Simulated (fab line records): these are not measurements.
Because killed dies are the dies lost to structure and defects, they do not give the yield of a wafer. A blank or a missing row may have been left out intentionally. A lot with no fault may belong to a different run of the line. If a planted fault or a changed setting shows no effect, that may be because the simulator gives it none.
fab line records + flow n5-finfet
record:
- lots: 10
- wafers: 27
- last-day: 19
route steps=1938 shown BEOL_M15@1787
lots with no fault: from the same line, run without faults
start-h: hours from the record's first day to the start of the lot's first wafer shown + wait-h: hours elapsed since this lot's preceding step + " repeats the value in the row above + L1.1+2: a single row standing in for several wafers + - either no value or no given start + * or withheld: withheld + < > ~ a bound
route shown NAME@n: a module of which the file shows steps, and the number in the route of the first + usual: mean/standard deviation of fault-free wafers + same: alike in all rows + chamber/n: place in a boat + sites: per-site readings + _std_site: their standard deviation + _edge_site: outer sites' mean less inner sites' + radius-mm: how far each site lies from the wafer's centre + mask NAME#n: copy n + behind: the last tool/chamber to shape the wafer + hold: what put the lot on hold/how long, in hours/how the hold closed + device: names the non-switching transistor (n, p or np) + end of line: tests of these same wafers at the route's end + step lacking rows: just its recipe + killed: the dies lost at the first sort to structure and to defects; this is not the yield of the wafer + map: the dies of a wafer, with x for killed, . for not killed, _ for no die there
set.NAME: the run value of the setting; set.NAME@STEP: its run value at that earlier step + model.NAME: the simulator's own value behind a step, which no gauge read
a sample of lots followed through the steps of the route, with each step as a table and each wafer as a row
services: the hour from which a tool's chamber was out of use, counted from the record's first day as start-h (under 0 if before that day), plus the number of hours and why
== steps ==
step: N5_BEOL_M15_ETCH_59
recipe:
- chemistry: N2/H2
- target: BARC
- target-depth-a: 890
- overetch-a: 267
- time-s: 67.9
- ion-energy-ev: 200
- pressure-mtorr: 30
- source-w: 840
- bias-w: 150
- n2-flow-sccm: 200
- h2-flow-sccm: 200
usual:
- drypump-motor-current-A: 5.9/0.54
- n2-flow-sccm: 200.0/0.6
- oes-product-au: 0.67/0.063
- rf-vpp-V: 523.9/2.2
- showerhead-plenum-p-Torr: 2.54/0.079
- throttle-valve-pct: 17.82/0.27
| lot.wafer | tool        | chamber | start-h | wait-h | drypump-motor-current-A | n2-flow-sccm | oes-product-au | rf-hours-counter-h | rf-vpp-V | showerhead-plenum-p-Torr | throttle-valve-pct |
|-----------|-------------|---------|---------|--------|-------------------------|--------------|----------------|--------------------|----------|--------------------------|--------------------|
| L184.3    | rie-diel-01 | 0       | 300.37  | 0.0    | 6.4                     | 198.8        | 0.67           | 141                | 523.4    | 2.55                     | 17.73              |
| L184.4    | "           | 2       | "       | "      | 5.7                     | 200.7        | 0.69           | 73                 | 523.6    | 2.60                     | 17.89              |
| L184.6    | "           | 2       | "       | "      | 5.7                     | 200.9        | 0.69           | -                  | 526.1    | 2.60                     | 17.87              |
| L185.3    | rie-diel-03 | 3       | 304.90  | 0.0    | 6.7                     | 200.2        | 0.72           | 61                 | 526.1    | 2.58                     | 17.60              |
| L185.4    | "           | 1       | "       | "      | 6.0                     | 199.8        | 0.60           | 210                | 526.2    | 2.62                     | 18.40              |
| L185.5    | "           | 0       | "       | "      | 4.9                     | 200.0        | 0.65           | -                  | 524.3    | 2.52                     | 17.66              |
| L187.1    | rie-diel-03 | 0       | 305.86  | 0.0    | 4.9                     | 199.6        | 0.65           | 177                | 524.2    | 2.52                     | 17.68              |
| L187.2    | "           | 2       | "       | "      | 5.8                     | 200.7        | 0.61           | 183                | 523.2    | 2.54                     | 17.83              |
| L187.5    | "           | 0       | "       | "      | 4.9                     | 199.4        | 0.64           | -                  | 524.0    | 2.52                     | 17.67              |
| L188.3    | rie-diel-03 | 2       | 316.50  | 0.0    | 5.8                     | 199.4        | 0.60           | 187                | 524.3    | 2.53                     | 17.85              |
| L188.5    | "           | 2       | "       | "      | 5.8                     | 199.4        | 0.61           | -                  | 523.1    | 2.54                     | 17.85              |
| L188.6    | "           | 3       | "       | "      | 6.7                     | 199.9        | 0.71           | -                  | 524.5    | 2.58                     | 17.62              |
| L189.2    | rie-diel-02 | 1       | 319.88  | 0.0    | 5.2                     | 200.7        | 0.58           | 255                | 520.0    | 2.40                     | 18.26              |
| L189.4    | "           | 2       | "       | "      | 6.5                     | 200.3        | 0.75           | -                  | 521.4    | 2.48                     | 17.86              |
| L189.6    | "           | 0       | "       | "      | 5.6                     | 199.6        | 0.73           | -                  | 521.5    | 2.47                     | 17.66              |
| L198.1    | rie-diel-02 | 1       | 400.88  | 0.0    | 5.2                     | 200.3        | 0.81           | 11                 | 526.0    | 2.71                     | 17.78              |
| L198.5    | "           | 3       | "       | "      | 6.2                     | 200.0        | 0.76           | -                  | 529.2    | 2.72                     | 17.76              |
| L197.4    | rie-diel-03 | 2       | 402.47  | 0.0    | 5.8                     | 199.4        | 0.59           | 210                | 522.3    | 2.52                     | 17.89              |
| L197.5    | "           | 3       | "       | "      | 6.6                     | 199.5        | 0.69           | -                  | 523.4    | 2.57                     | 17.66              |
| L197.6    | "           | 0       | "       | "      | 4.9                     | 201.2        | 0.63           | -                  | 524.5    | 2.51                     | 17.71              |
| L200.2    | rie-diel-01 | 2       | 420.74  | 0.0    | 5.7                     | 199.7        | 0.66           | 104                | 525.3    | 2.58                     | 17.92              |
| L200.3    | "           | 0       | "       | "      | 6.5                     | 200.4        | 0.65           | 177                | 523.5    | 2.53                     | 17.78              |
| L200.4    | "           | 1       | "       | "      | 5.8                     | 200.7        | 0.69           | 104                | 527.2    | 2.67                     | 17.49              |
| L201.1    | rie-diel-02 | 2       | 426.27  | 0.0    | 6.4                     | 199.6        | 0.71           | 74                 | 522.1    | 2.46                     | 17.92              |
| L201.3    | "           | 1       | "       | "      | 5.2                     | 199.8        | 0.79           | 20                 | 528.6    | 2.71                     | 17.78              |
| L202.2    | rie-diel-01 | 0       | 426.80  | 0.0    | 6.4                     | 200.0        | 0.65           | 179                | 524.2    | 2.53                     | 17.78              |
| L202.3    | "           | 1       | "       | "      | 5.8                     | 199.6        | 0.69           | 106                | 527.6    | 2.67                     | 17.51              |
step: N5_BEOL_M15_ETCH_57
recipe:
- chemistry: N2/H2
- target: SOC
- source-w: 3000
- bias-w: 350
- time-s: 750
- ion-energy-ev: 200
- pressure-mtorr: 30
- n2-flow-sccm: 200
- h2-flow-sccm: 200
usual:
- drypump-motor-current-A: 5.9/0.47
- n2-flow-sccm: 200.0/0.55
- oes-product-au: 0.81/0.08
- rf-vpp-V: 523.8/2.4
- showerhead-plenum-p-Torr: 2.54/0.089
- throttle-valve-pct: 17.66/0.28
| lot.wafer | tool        | chamber | start-h | wait-h | drypump-motor-current-A | n2-flow-sccm | oes-product-au | rf-hours-counter-h | rf-vpp-V | showerhead-plenum-p-Torr | throttle-valve-pct |
|-----------|-------------|---------|---------|--------|-------------------------|--------------|----------------|--------------------|----------|--------------------------|--------------------|
| L184.3    | rie-diel-02 | 1       | 300.93  | -      | 5.2                     | 199.6        | 0.69           | 247                | 519.1    | 2.40                     | 18.15              |
| L184.4    | "           | 1       | "       | "      | 5.2                     | 200.2        | 0.69           | -                  | 520.2    | 2.40                     | 18.15              |
| L184.6    | "           | 2       | "       | "      | 6.4                     | 199.7        | 0.90           | -                  | 522.4    | 2.48                     | 17.74              |
| L185.3    | rie-diel-01 | 2       | 305.54  | -      | 5.7                     | 199.7        | 0.81           | 75                 | 524.9    | 2.60                     | 17.78              |
| L185.4    | "           | 3       | "       | "      | 5.4                     | 200.2        | 0.89           | 34                 | 522.8    | 2.47                     | 17.18              |
| L185.5    | "           | 3       | "       | "      | 5.3                     | 201.2        | 0.88           | -                  | 521.4    | 2.47                     | 17.18              |
| L187.1    | rie-diel-03 | 2       | 306.56  | -      | 5.8                     | 199.9        | 0.70           | 183                | 524.4    | 2.54                     | 17.73              |
| L187.2    | "           | 3       | "       | "      | 6.7                     | 200.1        | 0.84           | 62                 | 524.7    | 2.58                     | 17.52              |
| L187.5    | "           | 2       | "       | "      | 5.8                     | 200.1        | 0.70           | -                  | 523.2    | 2.54                     | 17.72              |
| L188.3    | rie-diel-01 | 2       | 317.07  | -      | 5.7                     | 199.9        | 0.80           | 80                 | 524.2    | 2.59                     | 17.76              |
| L188.5    | "           | 2       | "       | "      | 5.7                     | 199.7        | 0.80           | -                  | 524.8    | 2.59                     | 17.78              |
| L188.6    | "           | 3       | "       | "      | 5.4                     | 199.2        | 0.86           | -                  | 522.3    | 2.47                     | 17.18              |
| L189.2    | rie-diel-01 | 0       | 320.71  | -      | 6.5                     | 199.7        | 0.78           | 148                | 524.5    | 2.54                     | 17.63              |
| L189.4    | "           | 1       | "       | "      | 5.8                     | 199.8        | 0.83           | 79                 | 528.3    | 2.68                     | 17.34              |
| L189.6    | "           | 2       | "       | "      | 5.7                     | 199.0        | 0.80           | -                  | 525.3    | 2.59                     | 17.79              |
| L198.1    | rie-diel-02 | 1       | 401.44  | -      | 5.2                     | 201.1        | 0.97           | 11                 | 529.0    | 2.71                     | 17.66              |
| L198.5    | "           | 1       | "       | "      | 5.2                     | 200.5        | 0.96           | -                  | 528.3    | 2.71                     | 17.65              |
| L197.4    | rie-diel-03 | 1       | 403.09  | -      | 6.0                     | 199.8        | 0.68           | 237                | 524.7    | 2.61                     | 18.31              |
| L197.5    | "           | 2       | "       | "      | 5.8                     | 200.1        | 0.69           | -                  | 523.5    | 2.52                     | 17.78              |
| L197.6    | "           | 3       | "       | "      | 6.7                     | 199.9        | 0.81           | -                  | 524.3    | 2.57                     | 17.57              |
| L200.2    | rie-diel-01 | 3       | 421.31  | -      | 5.4                     | 199.6        | 0.82           | 70                 | 521.7    | 2.46                     | 17.23              |
| L200.3    | "           | 2       | "       | "      | 5.7                     | 200.8        | 0.78           | 104                | 523.4    | 2.58                     | 17.82              |
| L200.4    | "           | 0       | "       | "      | 6.5                     | 199.8        | 0.76           | 177                | 524.4    | 2.53                     | 17.67              |
| L201.1    | rie-diel-02 | 0       | 426.83  | -      | 5.6                     | 199.9        | 0.83           | 87                 | 522.4    | 2.46                     | 17.62              |
| L201.3    | "           | 3       | "       | "      | 6.2                     | 199.0        | 0.87           | 33                 | 526.9    | 2.71                     | 17.66              |
| L202.2    | rie-diel-01 | 0       | 427.60  | -      | 6.5                     | 200.2        | 0.75           | 179                | 523.0    | 2.53                     | 17.69              |
| L202.3    | "           | 1       | "       | "      | 5.8                     | 198.9        | 0.80           | 106                | 526.6    | 2.67                     | 17.38              |
step: N5_BEOL_M15_ETCH_61
recipe:
- chemistry: N2/H2
- target: BARC
- target-depth-a: 890
- overetch-a: 267
- time-s: 67.9
- ion-energy-ev: 200
- pressure-mtorr: 30
- source-w: 840
- bias-w: 150
- n2-flow-sccm: 200
- h2-flow-sccm: 200
usual:
- drypump-motor-current-A: 5.9/0.5
- n2-flow-sccm: 200.1/0.66
- oes-product-au: 0.69/0.064
- rf-vpp-V: 524.2/2.5
- showerhead-plenum-p-Torr: 2.55/0.093
- throttle-valve-pct: 17.78/0.27
| lot.wafer | tool        | chamber | start-h | wait-h | drypump-motor-current-A | n2-flow-sccm | oes-product-au | rf-hours-counter-h | rf-vpp-V | showerhead-plenum-p-Torr | throttle-valve-pct |
|-----------|-------------|---------|---------|--------|-------------------------|--------------|----------------|--------------------|----------|--------------------------|--------------------|
| L184.3    | rie-diel-02 | 3       | 301.96  | 0.0    | 6.2                     | 200.0        | 0.57           | 252                | 521.1    | 2.41                     | 18.20              |
| L184.4    | "           | 2       | "       | "      | 6.4                     | 200.2        | 0.76           | -                  | 522.9    | 2.48                     | 17.85              |
| L184.6    | "           | 1       | "       | "      | 5.2                     | 199.5        | 0.58           | -                  | 520.5    | 2.40                     | 18.27              |
| L185.3    | rie-diel-01 | 2       | 306.44  | 0.0    | 5.8                     | 199.1        | 0.69           | 76                 | 525.3    | 2.59                     | 17.87              |
| L185.4    | "           | 3       | "       | "      | 5.4                     | 200.8        | 0.75           | 35                 | 522.4    | 2.47                     | 17.30              |
| L185.5    | "           | 2       | "       | "      | 5.8                     | 199.0        | 0.69           | -                  | 524.1    | 2.59                     | 17.88              |
| L187.1    | rie-diel-03 | 1       | 307.45  | 0.0    | 6.1                     | 200.4        | 0.60           | 211                | 525.9    | 2.62                     | 18.39              |
| L187.2    | "           | 3       | "       | "      | 6.7                     | 200.0        | 0.71           | 62                 | 524.9    | 2.58                     | 17.62              |
| L187.5    | "           | 0       | "       | "      | 4.9                     | 199.1        | 0.64           | -                  | 523.0    | 2.52                     | 17.69              |
| L188.3    | rie-diel-02 | 1       | 318.09  | 0.0    | 5.2                     | 200.0        | 0.58           | 255                | 520.7    | 2.40                     | 18.28              |
| L188.5    | "           | 1       | "       | "      | 5.2                     | 199.8        | 0.58           | -                  | 519.1    | 2.40                     | 18.28              |
| L188.6    | "           | 0       | "       | "      | 5.6                     | 199.2        | 0.72           | -                  | 521.1    | 2.47                     | 17.66              |
| L189.2    | rie-diel-01 | 3       | 321.71  | 0.0    | 5.4                     | 200.2        | 0.74           | 41                 | 522.1    | 2.47                     | 17.30              |
| L189.4    | "           | 1       | "       | "      | 5.8                     | 199.3        | 0.71           | 79                 | 527.3    | 2.68                     | 17.44              |
| L189.6    | "           | 0       | "       | "      | 6.4                     | 199.2        | 0.67           | -                  | 525.0    | 2.54                     | 17.72              |
| L198.1    | rie-diel-03 | 0       | 402.88  | 0.0    | 4.9                     | 200.3        | 0.62           | 204                | 523.8    | 2.51                     | 17.72              |
| L198.5    | "           | 3       | "       | "      | 6.6                     | 200.9        | 0.69           | -                  | 524.6    | 2.57                     | 17.66              |
| L197.4    | rie-diel-02 | 3       | 404.38  | 0.0    | 6.2                     | 200.2        | 0.76           | 26                 | 528.3    | 2.72                     | 17.76              |
| L197.5    | "           | 2       | "       | "      | 6.4                     | 199.6        | 0.72           | -                  | 523.0    | 2.47                     | 17.92              |
| L197.6    | "           | 1       | "       | "      | 5.2                     | 200.3        | 0.81           | -                  | 528.7    | 2.71                     | 17.77              |
| L200.2    | rie-diel-03 | 2       | 422.20  | 0.0    | 5.8                     | 199.4        | 0.59           | 217                | 524.1    | 2.52                     | 17.88              |
| L200.3    | "           | 0       | "       | "      | 4.9                     | 200.6        | 0.62           | 209                | 522.7    | 2.51                     | 17.72              |
| L200.4    | "           | 1       | "       | "      | 6.1                     | 200.8        | 0.59           | 243                | 527.7    | 2.61                     | 18.45              |
| L201.1    | rie-diel-02 | 0       | 428.69  | 0.0    | 5.6                     | 200.5        | 0.69           | 88                 | 521.3    | 2.46                     | 17.72              |
| L201.3    | "           | 3       | "       | "      | 6.2                     | 199.6        | 0.75           | 34                 | 528.8    | 2.71                     | 17.77              |
| L202.2    | rie-diel-02 | 1       | 428.93  | 0.0    | 5.2                     | 200.0        | 0.79           | 21                 | 528.6    | 2.71                     | 17.80              |
| L202.3    | "           | 3       | "       | "      | 6.2                     | 199.6        | 0.74           | 34                 | 527.8    | 2.71                     | 17.79              |
step: N5_BEOL_M15_SPUTTER_44
recipe:
- material: Ta
- target-thk-a: 150
- temp-c: 50
- bias-v: 80
- power-w: 15000
- chamber-pressure-pa: 0.07
- time-s: 24.19
usual:
- throttle-valve-pct: 30.5/1.2
| lot.wafer | tool           | chamber | start-h | wait-h | throttle-valve-pct |
|-----------|----------------|---------|---------|--------|--------------------|
| L184.3    | pvd-sputter-03 | -       | 304.50  | 0.0    | 32.6               |
| L184.4    | "              | -       | "       | "      | 29.4               |
| L184.6    | "              | -       | "       | "      | 32.5               |
| L185.3    | pvd-sputter-03 | -       | 309.60  | 0.0    | 32.8               |
| L185.4    | "              | -       | "       | "      | 30.3               |
| L185.5    | "              | -       | "       | "      | 32.4               |
| L187.1    | pvd-sputter-03 | -       | 309.96  | 0.0    | 29.8               |
| L187.2    | "              | -       | "       | "      | 32.8               |
| L187.5    | "              | -       | "       | "      | 31.2               |
| L188.3    | pvd-sputter-03 | -       | 318.88  | 0.0    | 29.6               |
| L188.5    | "              | -       | "       | "      | 30.6               |
| L188.6    | "              | -       | "       | "      | 31.0               |
| L189.2    | pvd-sputter-03 | -       | 325.07  | 0.0    | 32.4               |
| L189.4    | "              | -       | "       | "      | 31.0               |
| L189.6    | "              | -       | "       | "      | 29.9               |
| L198.1    | pvd-sputter-03 | -       | 407.12  | 0.0    | 32.8               |
| L198.5    | "              | -       | "       | "      | 29.4               |
| L197.4    | pvd-sputter-03 | -       | 407.48  | 0.0    | 32.5               |
| L197.5    | "              | -       | "       | "      | 29.4               |
| L197.6    | "              | -       | "       | "      | 32.8               |
| L200.2    | pvd-sputter-02 | -       | 424.38  | 0.0    | 29.5               |
| L200.3    | "              | -       | "       | "      | 28.8               |
| L200.4    | "              | -       | "       | "      | 28.6               |
| L201.1    | pvd-sputter-01 | -       | 431.59  | 0.0    | 31.1               |
| L201.3    | "              | -       | "       | "      | 31.2               |
| L202.2    | pvd-sputter-03 | -       | 431.81  | 0.0    | 29.7               |
| L202.3    | "              | -       | "       | "      | 31.2               |
step: N5_BEOL_M15_CMP_49
recipe:
- stop-on: SiO2
- t-overpolish-s: 4.9
- down-force-psi: 2
- platen-rpm: 80
- clearing-platen-down-force-psi: 2
- clearing-platen-rpm: 80
- post-cmp-clean: cu-alkaline
- target-thk-nm: 850
- clearing-platen-pad-velocity-m-s: 1.5917
- pad-velocity-m-s: 1.5917
usual:
- barrier-field-endpoint-s: 11.29/0.26
- motor-current-A: 8.3/0.74
- pad-life-wafers: 888/730
| lot.wafer | tool   | chamber | start-h | wait-h | barrier-field-endpoint-s | motor-current-A | pad-life-wafers |
|-----------|--------|---------|---------|--------|--------------------------|-----------------|-----------------|
| L184.4    | cmp-03 | 3       | 305.31  | 0.2    | 10.98                    | 7.4             | 1934            |
| L184.3    | "      | 0       | "       | "      | 11.23                    | 8.2             | 1935            |
| L184.6    | "      | 2       | "       | "      | 11.04                    | 7.7             | -               |
| L185.4    | cmp-02 | 2       | 310.82  | 0.2    | 11.54                    | 8.5             | 253             |
| L185.3    | "      | 0       | "       | "      | 11.25                    | 8.5             | 255             |
| L185.5    | "      | 2       | "       | "      | 11.56                    | 8.0             | -               |
| L187.1    | cmp-03 | 0       | 311.25  | 0.3    | 13.15                    | 7.9             | 1992            |
| L187.2    | "      | 3       | "       | "      | 10.87                    | 7.3             | 1995            |
| L187.5    | "      | 1       | "       | "      | 10.80                    | 9.1             | -               |
| L188.3    | cmp-04 | 2       | 319.69  | 0.2    | 13.05                    | 9.6             | 1634            |
| L188.6    | "      | 0       | "       | "      | 11.34                    | 7.3             | -               |
| L188.5    | "      | 1       | "       | "      | 11.45                    | 8.8             | -               |
| L189.2    | cmp-04 | 2       | 326.09  | 0.4    | 11.13                    | 9.4             | 1686            |
| L189.4    | "      | 3       | "       | "      | 11.05                    | 8.7             | 1687            |
| L189.6    | "      | 3       | "       | "      | 13.18                    | 8.4             | -               |
| L198.1    | cmp-04 | 3       | 407.98  | 0.4    | 11.62                    | 8.5             | 63              |
| L198.5    | "      | 1       | "       | "      | 11.73                    | 8.5             | -               |
| L197.4    | cmp-02 | 3       | 408.49  | 0.2    | 11.87                    | 7.6             | 864             |
| L197.6    | "      | 3       | "       | "      | 11.79                    | 7.6             | -               |
| L197.5    | "      | 0       | "       | "      | 11.46                    | 8.6             | -               |
| L200.3    | cmp-02 | 1       | 425.17  | 0.2    | 11.26                    | 7.1             | 1003            |
| L200.2    | "      | 2       | "       | "      | 11.33                    | 7.7             | 1004            |
| L200.4    | "      | 3       | "       | "      | 11.42                    | 7.3             | 1005            |
| L201.1    | cmp-03 | 0       | 432.33  | 0.3    | 11.13                    | 8.2             | 996             |
| L201.3    | "      | 2       | "       | "      | 11.20                    | 7.3             | 998             |
| L202.3    | cmp-04 | 1       | 432.57  | 0.2    | 10.90                    | 9.0             | 264             |
| L202.2    | "      | 0       | "       | "      | 10.87                    | 7.6             | 267             |
== services ==
| tool           | chamber | start-h | hours | kind                          |
|----------------|---------|---------|-------|-------------------------------|
| rie-diel-01    | 2       | 285.53  | 14.8  | repair                        |
| pvd-sputter-03 | -       | 294.50  | 0.8   | repair                        |
| cmp-04         | -       | 296.61  | 0.9   | repair                        |
| rie-diel-02    | 3       | 302.17  | -     | clean                         |
| rie-diel-02    | 3       | 302.17  | -     | consumable-replace:focus-ring |
| rie-diel-02    | 3       | 302.17  | -     | consumable-replace:showerhead |
| rie-diel-02    | 3       | 302.17  | 17.7  | scheduled-down                |
| cmp-02         | -       | 303.82  | 0.9   | repair                        |
| cmp-03         | -       | 324.96  | 4.0   | pm                            |
| cmp-02         | -       | 327.71  | 16.8  | pm                            |
| cmp-04         | -       | 329.53  | 6.7   | pm                            |
| cmp-04         | -       | 341.12  | 1.1   | repair                        |
| pvd-sputter-03 | -       | 376.74  | 2.5   | repair                        |
| cmp-04         | -       | 386.88  | 4.0   | pm                            |
| pvd-sputter-01 | -       | 396.40  | 1.4   | repair                        |
| cmp-04         | -       | 399.30  | 7.2   | pm                            |
| rie-diel-01    | -       | 402.47  | 2.1   | repair                        |
| cmp-02         | -       | 405.20  | 3.0   | repair                        |
| pvd-sputter-02 | -       | 410.52  | 0.9   | repair                        |
| pvd-sputter-02 | -       | 415.84  | 1.9   | repair                        |
| rie-diel-01    | 1       | 416.10  | 2.8   | repair                        |
| pvd-sputter-01 | -       | 421.49  | 1.7   | repair                        |
| cmp-03         | -       | 425.58  | 2.2   | repair                        |
| rie-diel-03    | 2       | 426.90  | 1.4   | repair                        |
== key ==
first-sign:
- step: N5_BEOL_M15_CMP_49
- reading: barrier-field-endpoint-s
- direction: up
- sigmas: 7
- usual: 11.29
- struck: 13.13
effect none on later readings
met-at N5_BEOL_M15_SPUTTER_44
struck-lots L187,L188,L189
struck-wafers L187.1,L188.3,L189.6
not-acting-at N5_BEOL_M15_ETCH_59,N5_BEOL_M15_ETCH_57,N5_BEOL_M15_ETCH_61
onset-between 304.50 309.96
fault:
- kind: process-parameter-drift
- tool: pvd-sputter-03
- chamber: -
- onset-h: 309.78
- steps: N5_BEOL_M15_SPUTTER_44
- channel: time-s
- offset: *
- shape: step
- end-h: 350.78
- acts-in: *
- stated: *
- scope: struck-wafers-only
